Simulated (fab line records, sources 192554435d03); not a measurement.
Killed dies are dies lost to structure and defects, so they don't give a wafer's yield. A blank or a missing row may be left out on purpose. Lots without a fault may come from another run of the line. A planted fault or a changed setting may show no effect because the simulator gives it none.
fab line records | flow n5_finfet
record lots=7 wafers=39
route steps=1938 shown SD_EPI_N@275 HKMG_FIN@397 MOL_CONTACT_COAG@547 BEOL_M0_SAQP@672 BEOL_M11@1573
start_h: hours from the record's first day to the start of the lot's first wafer shown | wait_h: hours since the lot's step before | " the same as in the row above | L1.1+2: a row that stands for several wafers | - no value, or no start given | * or withheld: withheld | < > ~ a bound
route shown NAME@n: a module of which the file shows steps, and the number in the route of the first | usual: mean/standard deviation of fault-free wafers | same: alike in all rows | chamber/n: place in a boat | sites: the reading at each site | _std_site: their standard deviation | _edge_site: outer sites' mean less inner sites' | radius_mm: how far each site lies from the wafer's centre | mask NAME#n: copy n | behind: the tool/chamber that last shaped the wafer | hold: why the lot was held/for how many hours/how that ended | device: the transistor (n, p or np) that didn't switch | end of line: the same wafers' tests at the end of the route | a step without rows: its recipe alone | killed: dies lost to structure and defects at the first sort, not the wafer's yield | map: a wafer's dies, x killed, . not, _ none there
set.NAME: the setting as run; set.NAME@STEP: as run at that earlier step | model.NAME: the simulator's own value behind a step, which no gauge read
lots whose settings were changed on purpose; a table a step, a row a wafer
## steps
# step N5_SD_EPI_N_ETCH_35
# recipe chemistry=N2/H2 target=SOC overetch_a=1080 mask_material=SiARC temp_c=40 ion_energy_ev=100 source_w=3000 bias_w=133 pressure_mtorr=20 time_s=486 n2_flow_sccm=200 h2_flow_sccm=200
# columns lot.wafer tool chamber start_h wait_h set.time_s model.SiARC_of_SD_EPI_N_COAT_33.thk_nm model.SD_EPI_N.cd_nm
L076.2 rie_diel-06 0 70.29 0.0 486 19.8 120.8
L076.3 " 1 " " 486 19.4 120.8
L076.5 " 2 " " 486 19.8 121
L082.1 rie_diel-05 2 97.29 0.0 486 20 121.2
L082.2 " 3 " " 486 19.6 119.4
L082.3 " 0 " " 583.4 16 122
L082.4 " 1 " " 583.4 16.2 124.2
L082.5 " 2 " " 583.4 16.8 122.8
L082.6 " 1 " " 486 19.2 120.8
L086.1 rie_diel-06 0 124.51 0.0 486 19.8 121.6
L086.2 " 1 " " 486 19.4 119.8
L086.3 " 3 " " 486 19.2 120.8
L086.4 " 2 " " 761.5 11.2 129.4
L086.5 " 2 " " 761.5 11.4 130
L086.6 " 1 " " 761.5 10.8 129.8
L091.1 rie_diel-05 1 154.13 0.0 486 19.6 121.8
L091.2 " 3 " " 486 20 121
L091.3 " 0 " " 370.3 22.8 115.6
L091.4 " 2 " " 370.3 23.6 118
L091.5 " 2 " " 370.3 23.6 117
L091.6 " 1 " " 486 19.4 120.4
L092.1 rie_diel-05 1 162.78 0.0 245.8 27 112.8
L092.2 " 3 " " 486 19.8 118.4
L092.3 " 2 " " 245.8 27.4 112
L092.4 " 0 " " 486 19.2 119.6
L092.5 " 0 " " 486 19 119
L092.6 " 3 " " 245.8 27.4 112.8
L093.1+5 rie_diel-06 0,2 167.23 0.0 300.2 25.6 113.4
L093.2 " 3 " " 300.2 25.2 113.6
L093.3 " 1 " " 486 19.4 120.4
L093.4 " 2 " " 486 19.8 120.6
L093.6 " 1 " " 486 19.4 120
L097.1 rie_diel-05 3 186.79 0.0 486 19.8 119.6
L097.2 " 0 " " 639.3 14 124
L097.3 " 1 " " 486 19.4 119.2
L097.4 " 2 " " 639.3 15.2 123.4
L097.5 " 2 " " 486 20 120.6
L097.6 " 3 " " 639.3 15.2 124
# step N5_HKMG_FIN_DEVELOP_48
# recipe develop_time_s=30 developer=TMAH resist=CAR-ArF rinse_liquid=diw dry=air_spin dev_temp_c=23
# columns lot.wafer tool chamber start_h wait_h set.develop_time_s
L076.2+3+5 litho_track-03 0 - - 30
L082.1+2+5 litho_track-02 0 - - 23.34
L082.3+4+6 " 0 " " 30
L086.1+2+6 litho_track-03 0 - - 19.38
L086.3+4+5 " 0 " " 30
L091.1+2+4 litho_track-04 0 - - 30
L091.3+5+6 " 0 " " 23.8
L092.1+4+6 litho_track-04 0 - - 30
L092.2+3+5 " 0 " " 16.16
L093.1+4+6 litho_track-04 0 - - 13.52
L093.2+3+5 " 0 " " 30
L097.1+2+3+4+5+6 litho_track-04 0 - - 30
# step N5_HKMG_FIN_CD_MEAS_49
# recipe target_cd_nm=202 landing_energy_ev=500 detector=se_inlens polarity=opening
# usual cd_nm=201.7/0.54
# columns lot.wafer tool chamber start_h wait_h set.develop_time_s@HKMG_FIN_DEVELOP_48 cd_nm
L076.2 cd_sem-02 0 92.24 - 30 201.6
L076.3 " 0 " " 30 200.9
L076.5 " 0 " " 30 201.7
L082.1 cd_sem-03 0 120.51 - 23.34 201.0
L082.2 " 0 " " 23.34 200.2
L082.3 " 0 " " 30 201.3
L082.4 " 0 " " 30 202.2
L082.5 " 0 " " 23.34 200.7
L082.6 " 0 " " 30 201.5
L086.1 cd_sem-01 0 146.94 - 19.38 200.1
L086.2 " 0 " " 19.38 199.3
L086.3 " 0 " " 30 201.2
L086.4 " 0 " " 30 202.2
L086.5 " 0 " " 30 201.1
L086.6 " 0 " " 19.38 199.2
L091.1 cd_sem-02 0 178.12 - 30 202.4
L091.2 " 0 " " 30 201.3
L091.3 " 0 " " 23.8 200.2
L091.4 " 0 " " 30 201.3
L091.5 " 0 " " 23.8 200.7
L091.6 " 0 " " 23.8 201.1
L092.1 cd_sem-02 0 185.33 - 30 201.5
L092.2 " 0 " " 16.16 198.0
L092.3 " 0 " " 16.16 197.9
L092.4 " 0 " " 30 201.3
L092.5 " 0 " " 16.16 198.6
L092.6 " 0 " " 30 201.3
L093.1 cd_sem-03 0 189.50 - 13.52 197.6
L093.2 " 0 " " 30 201.9
L093.3 " 0 " " 30 202.1
L093.4 " 0 " " 13.52 197.6
L093.5 " 0 " " 30 201.4
L093.6 " 0 " " 13.52 197.5
L097.1 cd_sem-01 0 208.72 - 30 200.8
L097.2 " 0 " " 30 200.8
L097.3 " 0 " " 30 200.9
L097.4 " 0 " " 30 201.8
L097.5 " 0 " " 30 201.4
L097.6 " 0 " " 30 200.2
# step N5_HKMG_FIN_DESCUM_53
# recipe chemistry=O2 time_s=7.9 source_power_w=50 bias_power_w=20 pressure_mtorr=20 rf_frequency_hz=2.712e+07 temp_c=40 resist=CAR-ArF o2_flow_sccm=225
# columns lot.wafer tool chamber start_h wait_h set.develop_time_s@HKMG_FIN_DEVELOP_48 model.CAR-ArF_of_HKMG_FIN_COAT_43.thk_nm
L076.2 rie_diel-05 0 92.33 0.0 30 83.2
L076.3+5 " 2,3 " " 30 83.4
L082.1+5 rie_diel-06 2,3 120.67 0.1 23.34 83.2
L082.2 " 1 " " 23.34 83.4
L082.3 " 0 " " 30 82.8
L082.4 " 3 " " 30 83
L082.6 " 2 " " 30 83.2
L086.1+6 rie_diel-05 2,0 147.40 0.4 19.38 83.6
L086.2 " 0 " " 19.38 83.8
L086.3 " 1 " " 30 83
L086.4+5 " 3 " " 30 83.4
L091.1+2 rie_diel-02 3,1 178.21 0.0 30 83
L091.3 " 2 " " 23.8 83.6
L091.4 " 0 " " 30 83.2
L091.5 " 3 " " 23.8 83.4
L091.6 " 0 " " 23.8 83.2
L092.1+4 rie_diel-02 3,0 185.41 0.0 30 83.2
L092.2+3 " 1,2 " " 16.16 83.8
L092.5 " 3 " " 16.16 84
L092.6 " 0 " " 30 83.4
L093.1+4+6 rie_diel-06 1,3,1 189.59 0.0 13.52 84.4
L093.2 " 2 " " 30 83.8
L093.3+5 " 0 " " 30 83.6
L097.1 rie_diel-02 3 208.81 0.0 30 83.2
L097.2 " 0 " " 30 83.4
L097.3+4+5+6 " 1,2,1,0 " " 30 83.6
# step N5_HKMG_FIN_ETCH_54
# recipe chemistry=CF4 target=SiARC target_depth_a=455 mask_material=CAR-ArF time_s=75.8 ion_energy_ev=80 pressure_mtorr=40 source_w=545 bias_w=36 Ar_flow_sccm=100 cf4_flow_sccm=100 ends=cleared
# columns lot.wafer tool chamber start_h wait_h set.develop_time_s@HKMG_FIN_DEVELOP_48 model.HKMG_FIN.cd_offset_nm
L076.2 rie_diel-05 0 92.36 0.0 30 0
L076.3 " 2 " " 30 -1
L076.5 " 3 " " 30 -0.6
L082.1 rie_diel-06 2 120.71 0.0 23.34 -0.6
L082.2 " 1 " " 23.34 -1.6
L082.3 " 0 " " 30 -0.6
L082.4+6 " 3,2 " " 30 0
L082.5 " 3 " " 23.34 -1
L086.1 rie_diel-05 2 147.44 0.0 19.38 -1.8
L086.2 " 0 " " 19.38 -2.2
L086.3 " 1 " " 30 -1
L086.4 " 3 " " 30 -0.2
L086.5 " 3 " " 30 -1.2
L086.6 " 0 " " 19.38 -2.4
L091.1 rie_diel-02 3 178.25 0.0 30 0.4
L091.2 " 1 " " 30 -0.4
L091.3 " 2 " " 23.8 -1.8
L091.4 " 0 " " 30 -0.6
L091.5 " 3 " " 23.8 -1.2
L091.6 " 0 " " 23.8 -0.8
L092.1+6 rie_diel-02 3,0 185.45 0.0 30 -0.4
L092.2 " 1 " " 16.16 -3.6
L092.3 " 2 " " 16.16 -4.2
L092.4 " 0 " " 30 -0.2
L092.5 " 3 " " 16.16 -2.8
L093.1 rie_diel-06 1 189.62 0.0 13.52 -4.4
L093.2 " 2 " " 30 0.2
L093.3 " 0 " " 30 0
L093.4 " 3 " " 13.52 -4
L093.5 " 0 " " 30 -0.4
L093.6 " 1 " " 13.52 -4.2
L097.1 rie_diel-02 3 208.84 0.0 30 -0.8
L097.2 " 0 " " 30 -1.4
L097.3 " 1 " " 30 -1
L097.4 " 2 " " 30 -0.2
L097.5 " 1 " " 30 -0.6
L097.6 " 0 " " 30 -1.6
# step N5_HKMG_FIN_ETCH_55
# recipe chemistry=N2/H2 target=SOC target_depth_a=2400 temp_c=40 time_s=300 ion_energy_ev=200 mask_material=SiARC pressure_mtorr=30 source_w=840 bias_w=150 n2_flow_sccm=200 h2_flow_sccm=200
# columns lot.wafer tool chamber start_h wait_h set.develop_time_s@HKMG_FIN_DEVELOP_48 model.HKMG_FIN.cd_offset_nm
L076.2 rie_diel-05 0 92.42 0.0 30 0.4
L076.3 " 2 " " 30 -1.2
L076.5 " 3 " " 30 -0.8
L082.1 rie_diel-06 2 120.76 0.0 23.34 -0.4
L082.2 " 1 " " 23.34 -1.2
L082.3 " 0 " " 30 -1
L082.4+6 " 3,2 " " 30 0.2
L082.5 " 3 " " 23.34 -0.8
L086.1 rie_diel-05 2 147.49 0.0 19.38 -1.8
L086.2+6 " 0 " " 19.38 -1.6
L086.3 " 1 " " 30 -0.8
L086.4 " 3 " " 30 0.4
L086.5 " 3 " " 30 -0.6
L091.1 rie_diel-02 3 178.30 0.0 30 0.8
L091.2 " 1 " " 30 -0.4
L091.3 " 2 " " 23.8 -2
L091.4 " 0 " " 30 -1
L091.5 " 3 " " 23.8 -1.2
L091.6 " 0 " " 23.8 -0.8
L092.1+6 rie_diel-02 3,0 185.51 0.0 30 -0.4
L092.2 " 1 " " 16.16 -3.8
L092.3 " 2 " " 16.16 -4.2
L092.4 " 0 " " 30 -0.2
L092.5 " 3 " " 16.16 -2.8
L093.1+4+6 rie_diel-06 1,3,1 189.68 0.0 13.52 -4
L093.2 " 2 " " 30 0.2
L093.3 " 0 " " 30 0.4
L093.5 " 0 " " 30 0
L097.1+5 rie_diel-02 3,1 208.90 0.0 30 -0.6
L097.2+6 " 0 " " 30 -1.2
L097.3 " 1 " " 30 -0.8
L097.4 " 2 " " 30 -0.4
# step N5_MOL_CONTACT_COAG_SPUTTER_143
# recipe material=Co target_thk_a=25 temp_c=25 chamber_pressure_pa=0.2
# columns lot.wafer tool chamber start_h wait_h set.target_thk_a model.Co_of_MOL_CONTACT_COAG_SPUTTER_143.thk_nm
L076.2+3+5 pvd_sputter-02 - 111.25 0.0 25 2.6
L082.1+2+3 pvd_sputter-03 - 139.06 0.0 15.31 1.6
L082.4 " - " " 25 2.8
L082.5 " - " " 25 2.6
L082.6 " - " " 25 2.4
L086.1 pvd_sputter-02 - 168.48 0.0 25 2.8
L086.2+3+4+5+6 " - " " 25 2.6
L091.1 pvd_sputter-02 - 198.33 0.0 29.71 3.2
L091.2+5+6 " - " " 25 2.6
L091.3+4 " - " " 29.71 3
L092.1+5 pvd_sputter-02 - 204.83 0.0 30.38 2.8
L092.2+3+6 " - " " 25 2.4
L092.4 " - " " 30.38 3
L093.1+3 pvd_sputter-03 - 209.48 0.0 10.14 1
L093.2+4 " - " " 25 2.4
L093.5 " - " " 10.14 0.8
L093.6 " - " " 25 2.6
L097.1+2 pvd_sputter-03 - 226.43 0.0 25 2.4
L097.3 " - " " 25 2.6
L097.4+5+6 " - " " 29.06 3
# step N5_BEOL_M0_SAQP_ETCH_106
# recipe chemistry=N2/H2 target=SOC target_depth_a=1500 stop_on=SiNx ion_energy_ev=100 bias_w=61 pressure_mtorr=30 source_w=850 n2_flow_sccm=200 h2_flow_sccm=200
# columns lot.wafer tool chamber start_h wait_h set.target_depth_a model.SOC_of_BEOL_M0_SAQP_COAT_105.thk_nm
L076.2 rie_diel-01 1 129.60 - 1500 22.2
L076.3 " 2 " " 1500 25.2
L076.5 " 0 " " 1500 25.6
L082.1+5 rie_diel-03 2 160.14 - 1500 24
L082.2 " 0 " " 1500 25.4
L082.3 " 1 " " 1500 24.4
L082.4 " 3 " " 1500 22.8
L082.6 " 1 " " 1500 24.6
L086.1 rie_diel-01 0 186.64 - 1116 44.6
L086.2 " 2 " " 1500 25.4
L086.3 " 1 " " 1500 21.6
L086.4 " 3 " " 1500 25.2
L086.5 " 3 " " 1116 44.8
L086.6 " 0 " " 1116 44.2
L091.1 rie_diel-04 2 217.06 - 1500 25.8
L091.2 " 1 " " 1500 21.4
L091.3 " 0 " " 1500 23.4
L091.4 " 3 " " 942 52.2
L091.5 " 0 " " 942 52
L091.6 " 1 " " 942 51.2
L092.1 rie_diel-03 3 222.76 - 1500 24.6
L092.2 " 1 " " 1086 46.4
L092.3 " 0 " " 1086 47.2
L092.4 " 2 " " 1086 45.4
L092.5 " 0 " " 1500 26.4
L092.6 " 1 " " 1500 26
L093.1 rie_diel-03 2 227.10 - 1500 25
L093.2 " 0 " " 1500 25.6
L093.3 " 1 " " 1500 26
L093.4 " 3 " " 1500 25.4
L093.5 " 0 " " 1500 27
L093.6 " 3 " " 1500 24.8
L097.1 rie_diel-04 1 245.73 - 1500 22.2
L097.2 " 0 " " 1500 23.2
L097.3 " 3 " " 1500 24.4
L097.4 " 2 " " 1500 26.4
L097.5 " 1 " " 1500 22.4
L097.6 " 2 " " 1500 25.8
# step N5_BEOL_M11_ETCH_66
# recipe chemistry=N2/H2 target=SOC target_depth_a=1200 overetch_a=240 mask_material=SiARC temp_c=40 time_s=180 ion_energy_ev=200 pressure_mtorr=30 source_w=840 bias_w=150 n2_flow_sccm=200 h2_flow_sccm=200
# columns lot.wafer tool chamber start_h wait_h set.time_s model.SiARC_of_BEOL_M11_COAT_64.thk_nm
L076.2+3+5 rie_diel-03 0,3,0 235.61 0.0 180 23
L082.1 rie_diel-01 0 259.96 0.0 226.9 20.8
L082.2 " 3 " " 226.9 21.2
L082.3 " 2 " " 180 22.8
L082.4 " 1 " " 180 22.4
L082.5 " 3 " " 180 23
L082.6 " 0 " " 226.9 20.6
L086.1 rie_diel-03 3 287.81 0.0 180 22.8
L086.2+4+5+6 " 2,0,0,1 " " 180 23
L086.3 " 1 " " 180 23.2
L091.1+2 rie_diel-03 2,0 330.05 0.0 130.4 25
L091.3+6 " 1,0 " " 180 22.8
L091.4 " 1 " " 130.4 24.8
L091.5 " 2 " " 180 23
L092.1 rie_diel-03 1 333.02 0.0 227.2 21.2
L092.2+5 " 2 " " 227.2 21.4
L092.3+4 " 0,1 " " 180 23
L092.6 " 0 " " 180 23.2
L093.1 rie_diel-01 0 335.13 0.0 151.9 23.8
L093.2 " 3 " " 151.9 24
L093.3 " 2 " " 151.9 24.2
L093.4+6 " 1,0 " " 180 22.6
L093.5 " 3 " " 180 23
L097.1 rie_diel-04 3 362.81 0.0 275.3 18.2
L097.2+6 " 1 " " 275.3 18.4
L097.3+5 " 2 " " 180 23
L097.4 " 3 " " 180 22.2
## key
split step=N5_SD_EPI_N_ETCH_35 setting=time_s stated=486 by=wafer
response step=N5_SD_EPI_N_ETCH_35 reading=model.SiARC_of_SD_EPI_N_COAT_33.thk_nm change=-0.154 per=1% r=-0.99
response step=N5_SD_EPI_N_ETCH_35 reading=model.SD_EPI_N.cd_nm change=+0.151 per=1% r=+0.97
split step=N5_HKMG_FIN_DEVELOP_48 setting=develop_time_s stated=30 by=wafer
response step=N5_HKMG_FIN_CD_MEAS_49 reading=cd_nm change=+0.0676 per=1% r=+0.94
response step=N5_HKMG_FIN_DESCUM_53 reading=model.CAR-ArF_of_HKMG_FIN_COAT_43.thk_nm change=-0.013 per=1% r=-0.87
response step=N5_HKMG_FIN_ETCH_54 reading=model.HKMG_FIN.cd_offset_nm change=+0.0633 per=1% r=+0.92
response step=N5_HKMG_FIN_ETCH_55 reading=model.HKMG_FIN.cd_offset_nm change=+0.0636 per=1% r=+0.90
split step=N5_MOL_CONTACT_COAG_SPUTTER_143 setting=target_thk_a stated=25 by=wafer
response step=N5_MOL_CONTACT_COAG_SPUTTER_143 reading=model.Co_of_MOL_CONTACT_COAG_SPUTTER_143.thk_nm change=+0.0257 per=1% r=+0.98
split step=N5_BEOL_M0_SAQP_ETCH_106 setting=target_depth_a stated=1500 by=wafer
response step=N5_BEOL_M0_SAQP_ETCH_106 reading=model.SOC_of_BEOL_M0_SAQP_COAT_105.thk_nm change=-0.766 per=1% r=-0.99
split step=N5_BEOL_M11_ETCH_66 setting=time_s stated=180 by=wafer
response step=N5_BEOL_M11_ETCH_66 reading=model.SiARC_of_BEOL_M11_COAT_64.thk_nm change=-0.0781 per=1% r=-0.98
